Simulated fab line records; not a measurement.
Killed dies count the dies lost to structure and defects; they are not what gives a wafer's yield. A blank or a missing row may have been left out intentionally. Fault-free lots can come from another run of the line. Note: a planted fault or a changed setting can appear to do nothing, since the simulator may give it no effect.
fab line records | flow nand_harc
record: lots: 7 | wafers: 21 | last_day: 33
route steps=1302 shown A_CONTACT@1022 END@1302
lots that met no fault: from a run of the same line without faults
start_h: hours from the record's first day to the start of the lot's first wafer shown | wait_h: hours from the lot's prior step to this one | " as in the row above | L1.1+2: one row covering several wafers at once | - either no value or no given start | * or withheld: withheld | < > ~ a bound
route shown NAME@n: a module of which the file shows steps, and the number in the route of the first | usual: the fault-free wafers' mean and standard deviation | same: alike in all rows | chamber/n: place in a boat | sites: each site's reading | _std_site: standard deviation of those values | _edge_site: mean of outer sites minus mean of inner sites | radius_mm: for every site, how far away it sits from the centre of the wafer | mask NAME#n: copy n | behind: the most recent tool/chamber to have shaped the wafer | hold: cause of the lot's hold/its duration in hours/its outcome | device: the transistor (n, p or np) that didn't switch | end of line: the same wafers' tests at the end of the route | a step with no rows: only its recipe | killed: at the first sort, the dies lost to defects and structure; wafer yield is something else | map: the dies of a wafer, with x for killed, . for not killed, _ for no die there
set.NAME: the run value of the setting; set.NAME@STEP: its run value at that earlier step | model.NAME: the simulator's own value behind a step, which no gauge read
lots at some steps of the route; a table a step, a row a wafer
services: from which hour (start_h, from the record's first day; less than 0 if before it) a tool's chamber was out of use, for how many hours, and why
== steps ==
step: NHARC_A_CONTACT_STRIP_100
recipe: cf4_flow_sccm: 100 | chf3_flow_sccm: 30 | ar_flow_sccm: 0 | bias_w: 0 | chemistry: CF4/CHF3
step: NHARC_A_CONTACT_STRIP_101
recipe: o2_flow_sccm: 400 | cos_flow_sccm: 20 | ar_flow_sccm: 0 | bias_w: 0 | chemistry: O2/COS
step: NHARC_A_CONTACT_ETCH_102
recipe: target_depth_a: 1000 | overetch_a: 100 | time_s: 55 | ion_energy_ev: 100 | cf4_flow_sccm: 80 | o2_flow_sccm: 20 | ar_flow_sccm: 0 | rf_w: 300 | bias_w: 100 | chemistry: CF4/O2
usual: bias_w: 100.02/0.29 | chamber_pressure_mTorr: 30.000/0.029 | drypump_motor_current_A: 5.79/0.27 | oes_product_au: 0.994/0.01 | rf_vpp_V: 198.4/1.7 | showerhead_plenum_p_Torr: 1.36/0.067 | throttle_valve_pct: 13.398/0.01
lot.wafer | tool        | chamber | start_h | wait_h | bias_w | chamber_pressure_mTorr | drypump_motor_current_A | oes_product_au | rf_hours_counter_h | rf_vpp_V | showerhead_plenum_p_Torr | throttle_valve_pct
L852.1    | rie_diel-13 | 0       | 496.35  | 0.1    | 99.65  | 30.020                 | 5.48                    | 1.002          | 50                 | 199.5    | 1.37                     | 13.389
L852.5    | "           | 1       | "       | "      | 100.25 | 29.973                 | 6.07                    | 0.996          | -                  | 201.9    | 1.43                     | 13.413
L852.4    | "           | 2       | "       | "      | 100.13 | 29.992                 | 6.01                    | 0.980          | -                  | 197.0    | 1.32                     | 13.383
L857.3    | rie_diel-11 | 1       | 547.40  | 0.1    | 100.06 | 30.055                 | 5.69                    | 0.985          | 17                 | 199.3    | 1.44                     | 13.383
L857.2    | "           | 0       | "       | "      | 100.18 | 30.020                 | 6.02                    | 0.999          | 17                 | 200.1    | 1.44                     | 13.379
L857.5    | "           | 1       | "       | "      | 99.82  | 30.011                 | 5.70                    | 0.986          | -                  | 199.6    | 1.44                     | 13.406
L856.2    | rie_diel-11 | 1       | 553.15  | 0.1    | 100.26 | 30.006                 | 5.68                    | 0.998          | 17                 | 199.7    | 1.44                     | 13.398
L856.4    | "           | 2       | "       | "      | 99.64  | 30.006                 | 5.68                    | 0.986          | 17                 | 196.0    | 1.27                     | 13.393
L856.6    | "           | 0       | "       | "      | 99.87  | 30.021                 | 6.02                    | 1.005          | -                  | 200.6    | 1.44                     | 13.398
L858.4    | rie_diel-11 | 2       | 572.38  | 0.1    | 99.79  | 30.025                 | 5.67                    | 0.977          | 20                 | 194.7    | 1.27                     | 13.393
L858.3    | "           | 0       | "       | "      | 100.28 | 30.000                 | 6.00                    | 1.005          | 19                 | 201.7    | 1.44                     | 13.402
L858.6    | "           | 2       | "       | "      | 100.03 | 29.976                 | 5.66                    | 0.988          | -                  | 194.9    | 1.27                     | 13.409
L860.4    | rie_diel-11 | 3       | 574.31  | 0.1    | 100.26 | 30.011                 | 5.92                    | 0.989          | 17                 | 197.6    | 1.33                     | 13.409
L860.2    | "           | 0       | "       | "      | 100.67 | 29.985                 | 5.94                    | 0.989          | 20                 | 198.8    | 1.44                     | 13.392
L860.5    | "           | 3       | "       | "      | 100.39 | 29.959                 | 5.94                    | 0.993          | -                  | 198.9    | 1.33                     | 13.409
L867.1    | rie_diel-11 | 1       | 632.90  | 0.1    | 100.34 | 29.982                 | 5.69                    | 0.982          | 2                  | 197.4    | 1.44                     | 13.403
L867.4    | "           | 2       | "       | "      | 100.10 | 29.975                 | 5.67                    | 0.994          | 2                  | 195.2    | 1.26                     | 13.404
L867.3    | "           | 3       | "       | "      | 100.20 | 29.967                 | 5.91                    | 1.019          | 3                  | 197.7    | 1.33                     | 13.394
L875.4    | rie_diel-02 | 0       | 708.48  | 0.1    | 100.25 | 29.957                 | 6.33                    | 0.995          | 32                 | 197.5    | 1.37                     | 13.401
L875.6    | "           | 0       | "       | "      | 100.62 | 30.008                 | 6.34                    | 1.006          | -                  | 198.3    | 1.37                     | 13.394
L875.5    | "           | 1       | "       | "      | 100.50 | 29.960                 | 5.67                    | 0.998          | -                  | 199.4    | 1.42                     | 13.380
step: NHARC_A_CONTACT_STRIP_55
recipe: o2_flow_sccm: 500 | ar_flow_sccm: 0 | bias_w: 0 | chemistry: O2
usual: chamber_pressure_mTorr: 60.00/0.055 | drypump_motor_current_A: 5.79/0.27 | oes_product_au: 0.994/0.012 | rf_vpp_V: 58.1/0.86 | showerhead_plenum_p_Torr: 3.60/0.17 | throttle_valve_pct: 17.036/0.0098
same: bias_w: 0
lot.wafer | tool        | chamber | start_h | wait_h | chamber_pressure_mTorr | drypump_motor_current_A | oes_product_au | rf_hours_counter_h | rf_vpp_V | showerhead_plenum_p_Torr | throttle_valve_pct
L852.1    | rie_diel-13 | 2       | -       | -      | 60.05                  | 6.04                    | 0.989          | 50                 | 58.1     | 3.49                     | 17.047
L852.4    | "           | 1       | "       | "      | 59.96                  | 6.09                    | 1.003          | -                  | 58.1     | 3.78                     | 17.043
L852.5    | "           | 0       | "       | "      | 59.95                  | 5.49                    | 1.010          | -                  | 58.2     | 3.61                     | 17.038
L857.2    | rie_diel-11 | 1       | -       | -      | 60.01                  | 5.72                    | 0.978          | 17                 | 56.0     | 3.80                     | 17.026
L857.3    | "           | 3       | "       | "      | 59.99                  | 5.90                    | 0.984          | 15                 | 59.0     | 3.53                     | 17.042
L857.5    | "           | 1       | "       | "      | 59.96                  | 5.73                    | 0.999          | -                  | 58.9     | 3.80                     | 17.017
L856.2    | rie_diel-11 | 3       | -       | -      | 59.90                  | 5.91                    | 0.980          | 15                 | 58.2     | 3.53                     | 17.039
L856.4    | "           | 0       | "       | "      | 60.06                  | 6.03                    | 1.004          | 18                 | 57.6     | 3.78                     | 17.038
L856.6    | "           | 2       | "       | "      | 60.02                  | 5.69                    | 0.977          | -                  | 58.2     | 3.36                     | 17.038
L858.3    | rie_diel-11 | 3       | -       | -      | 59.96                  | 5.95                    | 0.993          | 17                 | 58.0     | 3.53                     | 17.025
L858.4    | "           | 0       | "       | "      | 59.98                  | 6.00                    | 1.005          | 19                 | 58.5     | 3.78                     | 17.039
L858.6    | "           | 0       | "       | "      | 59.87                  | 6.03                    | 0.992          | -                  | 58.4     | 3.78                     | 17.026
L860.4    | rie_diel-11 | 0       | -       | -      | 59.93                  | 6.02                    | 0.996          | 20                 | 57.7     | 3.78                     | 17.028
L860.2    | "           | 2       | "       | "      | 60.02                  | 5.69                    | 0.964          | 20                 | 58.2     | 3.36                     | 17.036
L860.5    | "           | 3       | "       | "      | 59.98                  | 5.90                    | 0.983          | -                  | 58.8     | 3.52                     | 17.033
L867.4    | rie_diel-11 | 2       | -       | -      | 60.06                  | 5.68                    | 0.990          | 2                  | 57.7     | 3.35                     | 17.048
L867.1    | "           | 3       | "       | "      | 59.96                  | 5.92                    | 1.011          | 3                  | 58.4     | 3.52                     | 17.026
L867.3    | "           | 0       | "       | "      | 60.00                  | 6.00                    | 1.002          | 3                  | 58.1     | 3.77                     | 17.040
L875.4    | rie_diel-02 | 2       | -       | -      | 60.08                  | 5.28                    | 0.989          | 32                 | 58.7     | 3.42                     | 17.038
L875.6    | "           | 1       | "       | "      | 60.03                  | 5.69                    | 0.990          | -                  | 59.2     | 3.74                     | 17.029
L875.5    | "           | 2       | "       | "      | 59.89                  | 5.27                    | 0.990          | -                  | 58.7     | 3.42                     | 17.064
step: NHARC_A_CONTACT_STRIP_56
recipe: time_s: 600 | temp_c: 30 | chemistry: post_etch_residue_remover
step: NHARC_A_CONTACT_DEP_57
recipe: target_thk_a: 53000 | temp_c: 400 | material: aC
usual: susceptor_temp_C: 399.98/0.24 | throttle_valve_pct: 35.000/0.0094
lot.wafer | tool       | chamber | start_h | wait_h | susceptor_temp_C | throttle_valve_pct
L852.1    | acl_dep-03 | 0       | 501.02  | -      | 399.63           | 35.014
L852.4    | "          | 0       | 502.64  | -      | 399.84           | 35.000
L852.5    | "          | 0       | "       | "      | 399.78           | 35.020
L857.2    | acl_dep-02 | 0       | 549.64  | -      | 399.94           | 34.998
L857.3    | "          | 0       | "       | "      | 400.11           | 35.018
L857.5    | "          | 0       | 551.26  | -      | 400.19           | 34.991
L856.2    | acl_dep-03 | 0       | 555.39  | -      | 399.81           | 35.021
L856.4    | "          | 0       | 556.47  | -      | 399.74           | 35.013
L856.6    | "          | 0       | 557.56  | -      | 399.67           | 34.995
L858.3    | acl_dep-03 | 0       | 574.57  | -      | 400.40           | 34.989
L858.4    | "          | 0       | "       | "      | 400.21           | 34.994
L858.6    | "          | 0       | 576.18  | -      | 400.46           | 34.992
L860.2    | acl_dep-02 | 0       | 575.65  | -      | 400.52           | 35.002
L860.4    | "          | 0       | 576.74  | -      | 400.26           | 35.004
L860.5    | "          | 0       | "       | "      | 400.30           | 34.983
L867.1    | acl_dep-03 | 0       | 638.41  | -      | 400.02           | 34.995
L867.3    | "          | 0       | 639.49  | -      | 400.15           | 35.006
L867.4    | "          | 0       | "       | "      | 400.14           | 35.002
L875.4    | acl_dep-02 | 0       | 710.83  | -      | 400.06           | 35.001
L875.5    | "          | 0       | "       | "      | 400.04           | 35.002
L875.6    | "          | 0       | "       | "      | 399.93           | 34.988
step: NHARC_A_CONTACT_DEP_58
recipe: target_thk_a: 900 | target_thk_nm: 90 | temp_c: 400 | pressure_torr: 3.5 | flow_sccm: 200 | rf_w: 350 | material: SiON
usual: heater_power_w: 741/81 | susceptor_temp_C: 400.00/0.23
lot.wafer | tool     | chamber | start_h | wait_h | heater_power_w | susceptor_temp_C
L852.1    | pecvd-02 | 2       | 504.35  | 2.8    | 680            | 400.04
L852.4    | "        | 0       | "       | "      | 627            | 400.26
L852.5    | "        | 2       | "       | "      | 699            | 400.23
L857.2    | pecvd-04 | 2       | 552.39  | 2.2    | 800            | 399.90
L857.3    | "        | 1       | "       | "      | 718            | 400.32
L857.5    | "        | 0       | "       | "      | 627            | 399.95
L856.2    | pecvd-04 | 0       | 558.17  | 2.2    | 613            | 400.67
L856.6    | "        | 1       | "       | "      | 817            | 399.87
L856.4    | "        | 2       | "       | "      | 795            | 400.06
L858.3    | pecvd-04 | 2       | 576.80  | 1.7    | 737            | 399.74
L858.6    | "        | 0       | "       | "      | 644            | 400.14
L858.4    | "        | 1       | "       | "      | 674            | 400.12
L860.2    | pecvd-01 | 2       | 578.40  | 2.2    | 729            | 400.25
L860.4    | "        | 2       | "       | "      | 733            | 400.24
L860.5    | "        | 0       | "       | "      | 760            | 399.96
L867.3    | pecvd-02 | 2       | 641.67  | 1.6    | 669            | 399.94
L867.1    | "        | 0       | "       | "      | 645            | 399.90
L867.4    | "        | 1       | "       | "      | 907            | 399.87
L875.5    | pecvd-02 | 0       | 712.54  | 0.6    | 725            | 400.32
L875.6    | "        | 1       | "       | "      | 759            | 400.29
L875.4    | "        | 2       | "       | "      | 615            | 399.90
step: NHARC_A_CONTACT_DEHYDRATE_59
recipe: temp_c: 150 | time_s: 120
step: NHARC_A_CONTACT_HMDS_60
recipe: time_s: 30
step: NHARC_A_CONTACT_COAT_61
recipe: temp_c: 260 | time_s: 75
step: NHARC_A_CONTACT_COAT_62
recipe: temp_c: 225 | time_s: 65
step: NHARC_A_CONTACT_COAT_63
recipe: spin_rpm: 1500 | resist_thk_nm: 90
step: NHARC_A_CONTACT_SOFTBAKE_64
recipe: temp_c: 105 | time_s: 55
usual: heater_power_total_W: 188.43/0.13
lot.wafer | tool           | chamber | start_h | wait_h | heater_power_total_W
L852.1    | litho_track-01 | 0       | 504     | -      | 188.31
L852.4    | "              | 0       | "       | "      | 188.35
L852.5    | "              | 0       | "       | "      | 188.54
L857.2    | litho_track-01 | 0       | 552     | -      | 188.36
L857.3    | "              | 0       | "       | "      | 188.45
L857.5    | "              | 0       | "       | "      | 188.47
L856.2    | litho_track-01 | 0       | 558     | -      | 322.87
L856.4    | "              | 0       | "       | "      | 323.11
L856.6    | "              | 0       | "       | "      | 323.56
L858.3    | litho_track-01 | 0       | 577     | -      | 323.16
L858.4    | "              | 0       | "       | "      | 322.96
L858.6    | "              | 0       | "       | "      | 322.90
L860.2    | litho_track-01 | 0       | 578     | -      | 323.11
L860.4    | "              | 0       | "       | "      | 323.07
L860.5    | "              | 0       | "       | "      | 323.71
L867.1    | litho_track-04 | 0       | 641     | -      | 188.46
L867.3    | "              | 0       | "       | "      | 188.37
L867.4    | "              | 0       | "       | "      | 188.42
L875.4    | litho_track-04 | 0       | 712     | -      | 188.32
L875.5    | "              | 0       | "       | "      | 188.45
L875.6    | "              | 0       | "       | "      | 188.32
step: NHARC_A_CONTACT_EBR_65
step: NHARC_END_SORT_01
recipe: temp_c: 25
usual: killed_at_array: 46/15 | killed_at_other: 1.0/1.3 | killed_at_periphery: 4/3 | killed_dies: 51/15 | killed_open: 3.2/1.8 | killed_short: 2.5/1.5
same: gross_dies: 677
lot.wafer | tool      | chamber | start_h | wait_h | killed_at_array | killed_at_other | killed_at_periphery | killed_dies | killed_open | killed_short
L852.1    | prober-01 | 0       | 600.82  | 2.4    | 24              | 0               | 9                   | 33          | 6           | 0
L852.4    | prober-01 | 0       | 603.28  | 3.4    | 30              | 0               | 2                   | 32          | 1           | 2
L852.5    | prober-01 | 0       | 604.10  | 3.8    | 54              | 0               | 2                   | 56          | 1           | 4
L857.2    | prober-02 | 0       | 620.89  | 2.8    | 42              | 0               | 2                   | 44          | 4           | 2
L857.3    | prober-02 | 0       | 621.69  | 3.1    | 39              | 0               | 2                   | 41          | 1           | 3
L857.5    | prober-02 | 0       | 623.29  | 3.7    | 56              | 0               | 1                   | 57          | 0           | 2
L856.2    | prober-01 | 0       | 625.15  | 2.8    | 45              | 2               | 6                   | 53          | 5           | 5
L856.4    | prober-01 | 0       | 626.74  | 3.4    | 65              | 1               | 5                   | 71          | 1           | 1
L856.6    | prober-01 | 0       | 628.33  | 4.0    | 67              | 0               | 2                   | 69          | 4           | 1
L860.2    | prober-01 | 0       | 639.12  | 2.8    | 37              | 0               | 2                   | 39          | 2           | 2
L860.4    | prober-01 | 0       | 640.74  | 3.4    | 55              | 0               | 1                   | 56          | 5           | 3
L860.5    | prober-01 | 0       | 641.55  | 3.7    | 58              | 1               | 3                   | 62          | 4           | 1
L858.3    | prober-02 | 0       | 639.93  | 3.1    | 45              | 0               | 2                   | 47          | 3           | 3
L858.4    | prober-02 | 0       | 640.72  | 3.4    | 47              | 0               | 3                   | 50          | 5           | 1
L858.6    | prober-02 | 0       | 642.31  | 4.0    | 36              | 0               | 4                   | 40          | 2           | 3
L867.1    | prober-01 | 0       | 698.92  | 2.5    | 30              | 2               | 9                   | 41          | 3           | 3
L867.3    | prober-01 | 0       | 700.52  | 3.1    | 37              | 5               | 10                  | 52          | 5           | 4
L867.4    | prober-01 | 0       | 701.32  | 3.4    | 41              | 4               | 6                   | 51          | 3           | 2
L875.4    | prober-02 | 0       | 788.42  | 3.4    | 49              | 0               | 3                   | 52          | 3           | 3
L875.5    | prober-02 | 0       | 789.23  | 3.7    | 33              | 0               | 4                   | 37          | 3           | 0
L875.6    | prober-02 | 0       | 790.04  | 4.0    | 41              | 0               | 3                   | 44          | 1           | 3
killed by level:class
L852.1 A_CHANNEL_HOLE_D1:chamber_film_flake=12 A_CONTACT:chamber_film_flake=4 P_M2:chamber_film_flake=3 A_STAIRCASE:chamber_film_flake=3 P_BONDPAD:chamber_film_flake=2 A_BLC:chamber_film_flake=2 P_STI:geometric_particle:open=1 P_CONTACT:geometric_particle:open=1
L852.4 A_CHANNEL_HOLE_D1:chamber_film_flake=15 A_CHANNEL_HOLE_D2:chamber_film_flake=5 A_STAIRCASE:chamber_film_flake=5 A_CONTACT:chamber_film_flake=2 P_M1:geometric_particle:open=1 A_DECK1_JOINT:geometric_particle:short=1 A_CHANNEL_HOLE_D2:geometric_particle:short=1 P_M2:chamber_film_flake=1
L852.5 A_CHANNEL_HOLE_D1:chamber_film_flake=37 A_CHANNEL_HOLE_D2:chamber_film_flake=6 A_STAIRCASE:chamber_film_flake=3 A_ONON_D1:geometric_particle:short=2 A_CONTACT:chamber_film_flake=2 A_CHANNEL_HOLE_D1:geometric_particle:short=1 A_ONON_D2:geometric_particle:open=1 A_CHANNEL_HOLE_D2:geometric_particle:short=1
L857.2 A_CHANNEL_HOLE_D1:chamber_film_flake=26 A_CHANNEL_HOLE_D2:chamber_film_flake=7 A_CONTACT:chamber_film_flake=3 P_STI:geometric_particle:open=1 P_CONTACT:geometric_particle:open=1 A_SGD_CUT:geometric_particle:short=1 A_WL_FILL:geometric_particle:short=1 A_M0:geometric_particle:open=1
L857.3 A_CHANNEL_HOLE_D1:chamber_film_flake=19 A_CHANNEL_HOLE_D2:chamber_film_flake=11 A_CHANNEL_FILL_D2:chamber_film_flake=3 P_STI:geometric_particle:short=1 A_ONON_D2:geometric_particle:short=1 A_M0:geometric_particle:short=1 A_M0:geometric_particle:open=1 P_GATE:chamber_film_flake=1
L857.5 A_CHANNEL_HOLE_D1:chamber_film_flake=28 A_CHANNEL_HOLE_D2:chamber_film_flake=14 A_BONDPAD:chamber_film_flake=4 A_CHANNEL_FILL_D2:chamber_film_flake=2 A_SGD_CUT:chamber_film_flake=2 A_WL_FILL:chamber_film_flake=2 A_SGD_CUT:geometric_particle:short=1 A_WL_FILL:geometric_particle:short=1
L856.2 A_SLIT:chamber_film_flake=22 A_CHANNEL_HOLE_D2:chamber_film_flake=12 A_CONTACT:chamber_film_flake=3 P_CONTACT:geometric_particle:short=2 P_CONTACT:geometric_particle:open=2 A_WL_FILL:geometric_particle:short=2 P_M0:geometric_particle:open=1 A_WL_FILL:geometric_particle:open=1
L856.4 A_CHANNEL_HOLE_D2:chamber_film_flake=39 A_SLIT:chamber_film_flake=14 A_STAIRCASE:chamber_film_flake=4 A_SGD_CUT:chamber_film_flake=3 P_M1:chamber_film_flake=2 A_DECK1_JOINT:chamber_film_flake=2 P_CONTACT:geometric_particle:open=1 STARTING-WAFER:geometric_particle:short=1
L856.6 A_CHANNEL_HOLE_D2:chamber_film_flake=37 A_SLIT:chamber_film_flake=17 A_WL_FILL:chamber_film_flake=4 A_CHANNEL_HOLE_D1:chamber_film_flake=2 A_CONTACT:chamber_film_flake=2 P_CONTACT:geometric_particle:short=1 P_M2:geometric_particle:open=1 A_CHANNEL_FILL_D2:geometric_particle:open=1
L860.2 A_CHANNEL_HOLE_D2:chamber_film_flake=13 A_CHANNEL_HOLE_D1:chamber_film_flake=5 A_CHANNEL_FILL_D1:chamber_film_flake=3 A_SGD_CUT:chamber_film_flake=3 A_CONTACT:chamber_film_flake=3 P_ZERO_WELL:chamber_film_flake=2 A_DECK1_JOINT:chamber_film_flake=2 A_ONON_D1:geometric_particle:short=1
L858.3 A_SLIT:chamber_film_flake=20 A_CHANNEL_HOLE_D2:chamber_film_flake=9 A_CHANNEL_FILL_D2:chamber_film_flake=3 A_CONTACT:chamber_film_flake=3 A_CHANNEL_HOLE_D1:chamber_film_flake=2 P_CONTACT:geometric_particle:short=1 P_CONTACT:geometric_particle:open=1 A_CHANNEL_FILL_D1:geometric_particle:open=1
L858.4 A_SLIT:chamber_film_flake=21 A_CONTACT:chamber_film_flake=9 A_CHANNEL_HOLE_D2:chamber_film_flake=5 A_CHANNEL_HOLE_D1:chamber_film_flake=3 A_CHANNEL_FILL_D1:chamber_film_flake=2 A_STAIRCASE:chamber_film_flake=2 P_GATE:geometric_particle:open=1 P_M0:geometric_particle:open=1
L860.4 A_CHANNEL_HOLE_D2:chamber_film_flake=34 A_CONTACT:chamber_film_flake=5 A_CHANNEL_FILL_D1:geometric_particle:short=2 A_CHANNEL_HOLE_D1:chamber_film_flake=2 A_CHANNEL_FILL_D1:chamber_film_flake=2 A_SGD_CUT:chamber_film_flake=2 P_M0:geometric_particle:open=1 A_CHANNEL_HOLE_D2:geometric_particle:open=1
L860.5 A_CHANNEL_HOLE_D2:chamber_film_flake=41 A_SGD_CUT:chamber_film_flake=4 A_ZERO_WELL:chamber_film_flake=3 A_CHANNEL_HOLE_D1:chamber_film_flake=3 P_M1:geometric_particle:open=2 P_M2:geometric_particle:short=1 A_DECK1_JOINT:geometric_particle:open=1 A_ONON_D2:geometric_particle:open=1
L858.6 A_SLIT:chamber_film_flake=18 A_CHANNEL_HOLE_D2:chamber_film_flake=5 A_CONTACT:chamber_film_flake=5 P_ZERO_WELL:chamber_film_flake=4 A_ONON_D1:geometric_particle:short=1 A_CHANNEL_HOLE_D1:geometric_particle:short=1 A_DECK1_JOINT:geometric_particle:open=1 A_CHANNEL_FILL_D2:geometric_particle:open=1
L867.1 A_CHANNEL_HOLE_D2:chamber_film_flake=13 P_GATE:chamber_film_flake=6 A_DECK1_JOINT:chamber_film_flake=4 A_CHANNEL_HOLE_D1:chamber_film_flake=3 A_ONON_D2:geometric_particle:short=2 A_M0:geometric_particle:open=2 A_STAIRCASE:chamber_film_flake=2 THIN_TSV:chamber_film_flake=2
L867.3 A_CHANNEL_HOLE_D2:chamber_film_flake=19 P_GATE:chamber_film_flake=6 A_CHANNEL_HOLE_D1:chamber_film_flake=5 A_SLIT:chamber_film_flake=3 THIN_TSV:chamber_film_flake=3 STARTING-WAFER:geometric_particle:open=2 A_DECK1_JOINT:chamber_film_flake=2 A_CHANNEL_FILL_D2:chamber_film_flake=2
L867.4 A_CHANNEL_HOLE_D2:chamber_film_flake=12 A_CHANNEL_HOLE_D1:chamber_film_flake=8 A_SLIT:chamber_film_flake=6 P_ZERO_WELL:chamber_film_flake=4 A_DECK1_JOINT:chamber_film_flake=4 THIN_TSV:chamber_film_flake=4 A_STAIRCASE:chamber_film_flake=3 A_M1:chamber_film_flake=2
L875.4 A_CHANNEL_HOLE_D2:chamber_film_flake=22 A_CONTACT:chamber_film_flake=11 A_SLIT:chamber_film_flake=5 A_WL_FILL:geometric_particle:short=3 A_WL_FILL:chamber_film_flake=2 A_M0:chamber_film_flake=2 P_GATE:geometric_particle:open=1 P_M2:geometric_particle:open=1
L875.5 A_CHANNEL_HOLE_D2:chamber_film_flake=21 A_SLIT:chamber_film_flake=4 A_SGD_CUT:chamber_film_flake=2 A_WL_FILL:chamber_film_flake=2 P_CONTACT:geometric_particle:open=1 A_CHANNEL_FILL_D1:geometric_particle:open=1 A_M0:geometric_particle:open=1 P_ZERO_WELL:chamber_film_flake=1
L875.6 A_CHANNEL_HOLE_D2:chamber_film_flake=22 A_SLIT:chamber_film_flake=5 P_ZERO_WELL:chamber_film_flake=2 A_SGD_CUT:chamber_film_flake=2 A_WL_FILL:chamber_film_flake=2 A_BLC:chamber_film_flake=2 A_M0:chamber_film_flake=2 P_M0:geometric_particle:open=1
== services ==
tool           | chamber | start_h | hours | kind
rie_diel-11    | 3       | 480.61  | 4.0   | repair
rie_diel-02    | 2       | 484.70  | 7.0   | repair
acl_dep-03     | -       | 486.17  | 13.0  | pm
rie_diel-13    | 3       | 494.61  | 6.4   | repair
rie_diel-02    | -       | 500.91  | 1.5   | repair
litho_track-01 | -       | 505.00  | 7.0   | pm
rie_diel-02    | 3       | 511.44  | 34.3  | repair
rie_diel-13    | -       | 519.67  | 9.0   | pm
rie_diel-13    | 1       | 543.97  | 16.4  | repair
litho_track-04 | -       | 553.00  | 7.0   | pm
rie_diel-13    | 0       | 554.60  | 2.5   | repair
rie_diel-02    | -       | 571.62  | 9.0   | pm
rie_diel-11    | 0       | 588.21  | 5.9   | repair
pecvd-02       | -       | 589.80  | 13.0  | pm
acl_dep-02     | -       | 605.76  | 13.0  | pm
rie_diel-02    | 2       | 608.45  | 27.5  | repair
rie_diel-11    | -       | 609.50  | 9.0   | pm
pecvd-04       | -       | 631.39  | 13.0  | pm
rie_diel-02    | 0       | 634.95  | 11.6  | repair
acl_dep-03     | -       | 637.45  | 0.3   | repair
pecvd-04       | -       | 652.95  | 0.6   | repair
rie_diel-02    | 3       | 663.79  | 7.2   | repair
acl_dep-03     | -       | 667.44  | 13.0  | pm
litho_track-01 | -       | 680.00  | 7.0   | pm
== key ==
first_sign: step: NHARC_A_CONTACT_SOFTBAKE_64 | reading: heater_power_total_W | direction: up | sigmas: 99+ | usual: * | struck: *
effect none on later readings
met_at NHARC_A_CONTACT_SOFTBAKE_64
struck_wafers L856.2,L856.4,L856.6,L858.3,L858.4,L858.6,L860.2,L860.4,L860.5
tester_left_out L856,L858,L860
onset_between 552 558
fault: kind: process_parameter_drift | tool: litho_track-01 | chamber: - | onset_h: 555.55 | steps: NHARC_A_CONTACT_SOFTBAKE_64 | channel: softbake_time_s | offset: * | shape: step | end_h: 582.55 | acts_in: * | stated: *
tester_left_out: of these lots the tester's yield and bins aren't shown, on N5 and GAA mostly nor the transistor test; their killed dies are dies lost to structure and defects alone, not to doping, threshold or leakage, so they don't give the yield
